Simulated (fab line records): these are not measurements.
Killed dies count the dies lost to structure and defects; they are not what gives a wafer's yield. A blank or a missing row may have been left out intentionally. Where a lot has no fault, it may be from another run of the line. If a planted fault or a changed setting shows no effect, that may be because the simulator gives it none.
fab line records	flow n5Finfet
record: lots: 11	wafers: 33	lastDay: 16
route steps=1938 shown BEOL_M1@806 TV_LITHO@1883 PASSIVATION@1909
lots with no fault: from the same line, run without faults
startH: start of the lot's first displayed wafer, in hours after the record's first day	waitH: hours from the lot's prior step to this one	" unchanged from the row above	L1.1+2: several wafers, shown together as one row	- no value present, or no start provided	* or withheld: withheld	< > ~ a bound
route shown NAME@n: NAME is a module with steps in the file, n the number in the route of the first one	usual: the fault-free wafers' mean and standard deviation	same: alike in all rows	chamber/n: place in a boat	sites: per-site readings	_std_site: the values' standard deviation	_edge_site: outer sites' mean less inner sites'	radiusMm: how far each site lies from the wafer's centre	mask NAME#n: copy n	behind: the most recent tool/chamber to have shaped the wafer	hold: reason for holding the lot/hours on hold/outcome of the hold	device: names the non-switching transistor (n, p or np)	end of line: the route-end tests of the same wafers	a step given without rows: its recipe and nothing more	killed: the dies lost at the first sort to structure and to defects; this is not the yield of the wafer	map: dies across one wafer; x = killed, . = not, _ = none there
set.NAME: setting as actually run; set.NAME@STEP: the setting as run at that earlier step	model.NAME: the simulator's own value behind a step, which no gauge read
a sample of lots followed through the steps of the route, with each step as a table and each wafer as a row
services: from which hour (startH, from the record's first day; less than 0 if before it) a tool's chamber was out of use, for how many hours, and why
== steps ==
step: N5_BEOL_M1_PRECLEAN_42
recipe: chemistry: residueRemover	timeS: 60	tempC: 40
lot.wafer	tool	chamber	startH	waitH
L234.1+5+6	wetBench-04	2,5,1	123.31	0.0
L235.3+4+6	wetBench-03	4,1,5	130.78	0.0
L239.2+3+6	wetBench-02	4,2,0	154.02	0.0
L243.1+2+3	wetBench-02	6,1,4	179.73	0.0
L242.1+4+5	wetBench-03	0,6,1	180.16	0.0
L244.2+4+5	wetBench-02	2,6,5	203.02	0.0
L245.1+3+6	wetBench-02	6,4,2	207.72	0.0
L246.1+3+4	wetBench-04	6,2,3	212.36	0.0
L247.1+2+5	wetBench-02	1,3,2	212.56	0.0
L248.3+4+5	wetBench-02	6,4,3	214.71	0.0
L249.2+3+5	wetBench-02	7,1,3	216.33	0.0
step: N5_PASSIVATION_CD_MEAS_10
recipe: targetCdNm: 3000	landingEnergyEv: 500	detector: seInlens
usual: cdNm: 2998.5/3
lot.wafer	tool	chamber	startH	waitH	cdNm
L234.1	cdSem-01	0	263.02	-	2997.4
L234.5	"	0	"	"	2993.4
L234.6	"	0	"	"	2995.8
L235.3	cdSem-01	0	271.50	-	3001.8
L235.4	"	0	"	"	2996.6
L235.6	"	0	"	"	2995.5
L239.2	cdSem-02	0	299.01	-	3000.2
L239.3	"	0	"	"	3002.3
L239.6	"	0	"	"	2999.9
L243.1	cdSem-02	0	313.52	-	2998.5
L243.2	"	0	"	"	2999.4
L243.3	"	0	"	"	3000.7
L242.1	cdSem-01	0	342.70	-	2997.7
L242.4	"	0	"	"	2995.7
L242.5	"	0	"	"	2993.8
L245.1	cdSem-01	0	348.56	-	2999.3
L245.3	"	0	"	"	2999.4
L245.6	"	0	"	"	3000.5
L244.2	cdSem-02	0	365.36	-	2999.2
L244.4	"	0	"	"	3000.3
L244.5	"	0	"	"	2998.3
L248.3	cdSem-02	0	365.70	-	3001.4
L248.4	"	0	"	"	3000.6
L248.5	"	0	"	"	2998.2
L249.2	cdSem-01	0	365.73	-	2991.4
L249.3	"	0	"	"	2997.0
L249.5	"	0	"	"	2994.2
L246.1	cdSem-03	0	368.29	-	2998.4
L246.3	"	0	"	"	3000.3
L246.4	"	0	"	"	2999.3
L247.1	cdSem-02	0	372.41	-	3002.3
L247.2	"	0	"	"	2996.8
L247.5	"	0	"	"	3002.2
step: N5_PASSIVATION_DESCUM_12
recipe: chemistry: O2	timeS: 7.9	sourcePowerW: 50	biasPowerW: 20	pressureMtorr: 20	rfFrequencyHz: 2.712e+07	tempC: 40	o2FlowSccm: 225
usual: drypumpMotorCurrentA: 5.5/0.39	oesProductAu: 0.82/0.083	rfVppV: 243.2/1.4	showerheadPlenumPTorr: 2.10/0.072	throttleValvePct: 20.52/0.22
lot.wafer	tool	chamber	startH	waitH	drypumpMotorCurrentA	oesProductAu	rfHoursCounterH	rfVppV	showerheadPlenumPTorr	throttleValvePct
L234.1	rieDiel-06	1	263.11	0.0	5.4	0.81	86	242.2	2.03	20.66
L234.5	"	2	"	"	6.1	0.75	-	243.8	2.10	20.50
L234.6	"	1	"	"	5.4	0.81	-	242.6	2.03	20.65
L235.3	rieDiel-04	3	271.59	0.0	5.4	0.70	225	244.1	2.18	20.66
L235.4	"	1	"	"	5.0	0.97	2	244.7	2.05	20.24
L235.6	"	3	"	"	5.4	0.71	-	245.7	2.18	20.65
L239.2	rieDiel-02	2	299.33	0.3	5.8	0.87	48	242.6	2.05	20.19
L239.3	"	3	"	"	5.7	0.84	77	245.6	2.22	20.81
L239.6	"	3	"	"	5.7	0.83	-	245.1	2.23	20.81
L243.1	rieDiel-04	0	313.61	0.0	5.7	0.80	90	241.5	2.06	20.61
L243.2	"	2	"	"	5.7	0.69	204	242.0	2.00	20.48
L243.3	"	3	"	"	5.4	0.70	236	244.2	2.17	20.66
L242.1	rieDiel-06	3	342.84	0.1	5.2	0.82	82	245.4	2.19	20.13
L242.4	"	1	"	"	5.4	0.79	109	242.8	2.02	20.70
L242.5	"	1	"	"	5.4	0.79	-	242.6	2.02	20.70
L245.1	rieDiel-02	2	348.64	0.0	5.8	0.84	64	244.1	2.04	20.23
L245.3	"	0	"	"	4.8	0.91	29	243.1	2.06	20.47
L245.6	"	3	"	"	5.7	0.81	-	245.7	2.22	20.85
L244.2	rieDiel-02	1	365.66	0.3	6.0	0.99	2	243.0	2.09	20.52
L244.4	"	3	"	"	5.7	0.79	99	245.3	2.22	20.84
L244.5	"	2	"	"	5.8	0.84	-	242.2	2.04	20.22
L248.3	rieDiel-06	2	366.34	0.6	6.1	0.74	181	243.6	2.09	20.55
L248.4	"	1	"	"	5.4	0.78	117	241.0	2.02	20.70
L248.5	"	0	"	"	5.6	0.71	-	244.2	2.16	20.53
L249.2	rieDiel-04	2	366.35	0.6	5.7	0.68	218	241.8	1.99	20.49
L249.3	"	0	"	"	5.6	0.78	106	241.5	2.05	20.61
L249.5	"	1	"	"	5.0	0.88	-	241.8	2.04	20.29
L246.1	rieDiel-02	2	368.37	0.0	5.8	0.83	71	242.3	2.04	20.23
L246.3	"	0	"	"	4.7	0.90	36	241.3	2.06	20.50
L246.4	"	3	"	"	5.7	0.79	100	244.3	2.22	20.84
L247.1	rieDiel-06	2	372.50	0.0	6.1	0.73	182	243.7	2.09	20.54
L247.2	"	1	"	"	5.4	0.79	118	240.7	2.02	20.71
L247.5	"	1	"	"	5.4	0.78	-	242.0	2.02	20.70
step: N5_PASSIVATION_AL_ETCH_33
recipe: chemistry: Cl2/BCl3	targetDepthA: 28000	overEtchFrac: 0.15	Cl2_flow_sccm: 180	bcl3FlowSccm: 60	target: Al	stopOn: TaN	timeS: 466.7	ionEnergyEv: 100	pressureMtorr: 10	icpW: 900	biasW: 100
usual: drypumpMotorCurrentA: 5.8/0.5	oesProductAu: 0.74/0.076	throttleValvePct: 34.3/0.43
same: overEtchFrac: 0.15
lot.wafer	tool	chamber	startH	waitH	drypumpMotorCurrentA	oesProductAu	rfHoursCounterH	throttleValvePct
L234.1	rieMetal-01	0	264.92	0.1	4.8	0.59	115	33.8
L234.5	"	0	"	"	4.8	0.58	-	33.8
L234.6	"	1	"	"	5.8	0.70	-	33.9
L235.3	rieMetal-01	0	273.77	0.2	4.9	0.58	-	33.9
L235.4	"	1	"	"	5.8	0.70	-	33.9
L235.6	"	1	"	"	5.8	0.70	-	33.9
L239.2	rieMetal-02	1	301.83	0.1	6.2	0.81	4	34.1
L239.3	"	0	"	"	6.5	0.79	-	34.4
L239.6	"	0	"	"	6.5	0.78	-	34.4
L243.1	rieMetal-03	0	315.16	0.1	5.9	0.57	106	35.5
L243.2	"	1	"	"	5.4	0.75	24	34.5
L243.3	"	0	"	"	5.9	0.58	-	35.4
L242.1	rieMetal-03	1	345.01	0.1	5.4	0.76	26	34.4
L242.4	"	1	"	"	5.4	0.76	-	34.4
L242.5	"	1	"	"	5.4	0.77	-	34.4
L245.1	rieMetal-02	1	350.56	0.1	6.2	0.79	8	34.1
L245.3	"	0	"	"	6.4	0.80	-	34.4
L245.6	"	0	"	"	6.5	0.79	-	34.4
L244.2	rieMetal-02	1	367.30	0.1	6.2	0.78	10	34.1
L244.4	"	0	"	"	6.5	0.77	-	34.4
L244.5	"	1	"	"	6.2	0.80	-	34.1
L248.3	rieMetal-02	0	368.64	0.2	6.5	0.76	-	34.5
L248.4	"	1	"	"	6.2	0.78	-	34.1
L248.5	"	1	"	"	6.2	0.78	-	34.1
L249.2	rieMetal-02	0	369.68	0.1	6.5	0.77	14	34.4
L249.3	"	0	"	"	6.5	0.78	-	34.4
L249.5	"	1	"	"	6.2	0.78	-	34.1
L246.1	rieMetal-03	1	370.26	0.1	5.4	0.73	30	34.5
L246.3	"	1	"	"	5.4	0.74	-	34.5
L246.4	"	0	"	"	5.9	0.85	-	34.8
L247.1	rieMetal-02	1	374.69	0.1	6.2	0.77	12	34.1
L247.2	"	0	"	"	6.5	0.76	15	34.4
L247.5	"	0	"	"	6.5	0.76	-	34.4
step: N5_PASSIVATION_PROBE_49
usual: defectLimitedYield: 91.0/1.4	killed_at_M0_to_M3: 35/10	killed_at_M4_up: 14/5.5	killedAtContacts: 13/5.6	killedAtFrontEnd: 41/11	killedAtOther: 4/3.4	killedDies: 106/16	killedOpen: 68/12	killedShort: 35/7.3	sort_bin_4_leakage: 0.3/2.1	sort_bin_5_function: 5.3/0.89	sort_bin_6_memory: 3.4/0.67	sort_bin_8_speed: 0.01/0.11	sortNPass: 1070/28	sortYieldPct: 90.7/2.4
same: grossDies: 1180	killedAtBackSide: 0
lot.wafer	tool	chamber	startH	waitH	defectLimitedYield[%]	killed_at_M0_to_M3	killed_at_M4_up	killedAtContacts	killedAtFrontEnd	killedAtOther	killedDies	killedOpen	killedShort	sort_bin_4_leakage[%]	sort_bin_5_function[%]	sort_bin_6_memory[%]	sort_bin_8_speed[%]	sortNPass	sortYieldPct[%]
L234.1	prober-02	-	269.75	0.0	91.7	26	22	6	38	6	98	57	38	0	4.9	2.8	0	1082	91.7
L234.5	prober-02	-	269.95	0.2	92.0	23	15	1	44	11	94	54	34	0	4.2	3.3	0	1086	92.0
L234.6	prober-02	-	270.00	0.3	90.3	38	17	11	43	5	114	80	28	0	5.6	4.0	0	1066	90.3
L249.2	prober-01	-	374.55	0.1	78.9	183	16	17	30	3	249	70	32	0.1	13.2	4.5	0	930	78.8
L249.3	prober-01	-	374.60	0.1	92.4	27	11	16	36	0	90	60	29	0	4.4	2.9	0	1090	92.4
L249.5	prober-01	-	374.70	0.2	92.5	38	11	14	26	0	89	54	32	0	4.2	3.1	0	1091	92.5
killed by level:class
L234.1 STI_FIN_REVEAL:geometricParticle:open=14 BEOL_M4:geometricParticle:open=13 STI_FIN_REVEAL:geometricParticle:short=7 BEOL_M0_SAQP:geometricParticle:short=7 GATE_CUT:geometricParticle:short=6 MOL_CONTACT_COAG:geometricParticle:open=4 BEOL_M0_SAQP:geometricParticle:open=4 BEOL_M1:geometricParticle:open=4
L234.5 STI_FIN_REVEAL:geometricParticle:open=14 BEOL_M0_SAQP:geometricParticle:open=6 FIN_SAQP:geometricParticle:short=5 DUMMY_GATE:geometricParticle:open=5 BEOL_M1:geometricParticle:open=5 BEOL_M3:geometricParticle:open=5 STI_FIN_REVEAL:geometricParticle:short=4 GATE_CUT:geometricParticle:short=4
L234.6 STI_FIN_REVEAL:geometricParticle:open=17 BEOL_M3:geometricParticle:open=12 BEOL_M4:geometricParticle:open=11 MOL_CONTACT_COAG:geometricParticle:open=7 BEOL_M0_SAQP:geometricParticle:open=7 BEOL_M1:geometricParticle:open=6 GATE_CUT:geometricParticle:short=5 BEOL_M0_SAQP:geometricParticle:short=5
L249.2 BEOL_M1:unspecified=141 MOL_CONTACT_COAG:geometricParticle:open=13 BEOL_M0_SAQP:geometricParticle:open=13 STI_FIN_REVEAL:geometricParticle:open=10 BEOL_M0_SAQP:geometricParticle:short=10 BEOL_M2:geometricParticle:open=6 BEOL_M3:geometricParticle:open=6 BEOL_M4:geometricParticle:open=5
L249.3 MOL_CONTACT_COAG:geometricParticle:open=12 STI_FIN_REVEAL:geometricParticle:open=10 BEOL_M0_SAQP:geometricParticle:open=9 FIN_SAQP:geometricParticle:open=7 BEOL_M4:geometricParticle:open=6 BEOL_M0_SAQP:geometricParticle:short=5 FIN_SAQP:geometricParticle:short=4 MOL_CONTACT_COAG:geometricParticle:short=4
L249.5 MOL_CONTACT_COAG:geometricParticle:open=12 BEOL_M0_SAQP:geometricParticle:short=11 BEOL_M3:geometricParticle:open=10 GATE_CUT:geometricParticle:short=9 BEOL_M0_SAQP:geometricParticle:open=9 GATE_CUT:geometricParticle:open=4 FIN_CUT:geometricParticle:short=3 BEOL_M4:geometricParticle:open=3
== services ==
tool	chamber	startH	hours	kind
rieDiel-02	-	99.37	0.4	repair
rieDiel-02	2	112.20	-	clean
rieDiel-02	2	112.20	-	consumableReplace:focusRing
rieDiel-02	2	112.20	20.4	scheduledDown
rieDiel-04	-	115.63	0.3	repair
rieMetal-01	-	120.43	0.8	repair
rieMetal-03	-	140.87	57.9	repair
rieMetal-02	0	145.50	5.4	repair
rieDiel-06	3	176.37	19.3	repair
rieMetal-02	0	197.32	-	clean
rieMetal-02	0	197.32	13.0	scheduledDown
rieMetal-02	0	197.32	13.0	ventCycle
rieDiel-04	0	222.79	11.3	repair
rieDiel-04	2	228.08	2.4	repair
rieMetal-01	1	235.56	4.2	repair
rieMetal-02	1	246.69	-	clean
rieMetal-02	1	246.69	13.6	scheduledDown
rieMetal-02	1	246.69	13.6	ventCycle
rieMetal-02	-	279.08	0.3	repair
wetBench-04	-	287.69	4.4	pm
rieDiel-06	2	299.45	8.1	repair
rieMetal-01	0	310.11	4.5	repair
rieDiel-06	0	337.05	4.8	repair
wetBench-04	-	354.24	3.8	repair
== key ==
firstSign: step: N5_PASSIVATION_PROBE_49	reading: killed_at_M0_to_M3	direction: up	sigmas: 15	usual: 35	struck: 183
effect: step: N5_PASSIVATION_PROBE_49	reading: defectLimitedYield	direction: down	sigmas: 8.8	usual: 91.0	struck: 78.9
moreKillsBornAt: N5_BEOL_M1_PRECLEAN_42@wetBench-02: 141
metAt N5_BEOL_M1_PRECLEAN_42
struckLots L249
struckWafers L249.2
notActingAt N5_PASSIVATION_CD_MEAS_10,N5_PASSIVATION_DESCUM_12,N5_PASSIVATION_AL_ETCH_33
fault: kind: chamberParticleSource	tool: wetBench-02	chamber: 7	onsetH: 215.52	steps: N5_BEOL_M1_PRECLEAN_42	ratePerVisitCm2: 1.3932	endH: 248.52
